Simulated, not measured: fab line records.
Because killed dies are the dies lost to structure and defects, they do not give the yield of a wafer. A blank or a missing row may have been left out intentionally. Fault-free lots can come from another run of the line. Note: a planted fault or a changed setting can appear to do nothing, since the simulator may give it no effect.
Chamber matching -- flow nand harc -- NHARC_A_STAIRCASE_CMP_152 on cmp-03: 4 sister chambers
The step polishes. 4 wafers are shown with their chamber, then 12 later ones without.

## WAFERS, EACH WITH ITS CHAMBER
wafer,chamber,motor current A (A)
L084.6,2,9.3
L087.1,0,15.2
L087.4,3,13.0
L087.6,1,12.2

## WAFERS WITH NO CHAMBER GIVEN
wafer,motor current A (A)
L089.2,12.5
L089.5,14.9
L089.6,11.9
L092.1,9.1
L092.4,14.9
L092.5,14.5
L097.2,15.9
L097.3,9.2
L097.4,13.9
L096.2,12.6
L096.3,9.5
L096.6,12.3

## THE CHAMBER EACH PASSED THROUGH
wafer,from the rows above,in truth
L089.2,can't be placed: 1 or 3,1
L089.5,0,0
L089.6,can't be placed: 1 or 3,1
L092.1,2,2
L092.4,0,0
L092.5,can't be placed: 0 or 3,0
L097.2,0,0
L097.3,2,2
L097.4,can't be placed: 3 or 0 or 1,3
L096.2,can't be placed: 1 or 3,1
L096.3,2,2
L096.6,can't be placed: 1 or 3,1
Placed correctly: 6 of 12. From these rows, 6 cannot be placed; in 6 the true chamber is one of the candidates. Number placed wrongly: 0.
How it was worked out, from the rows above alone: a wafer's distance from a chamber is the root of the sum, over the readings, of the square of ((its reading less the chamber's mean) divided by the reading's scatter). The wafer belongs to the nearest chamber; if the next one is less than 2 further off, it can't be placed. Each chamber's mean is taken over the wafers shown for it. The scatter: root of mean squared gap, hidden wafer to nearest shown wafer, with one shown wafer a chamber.
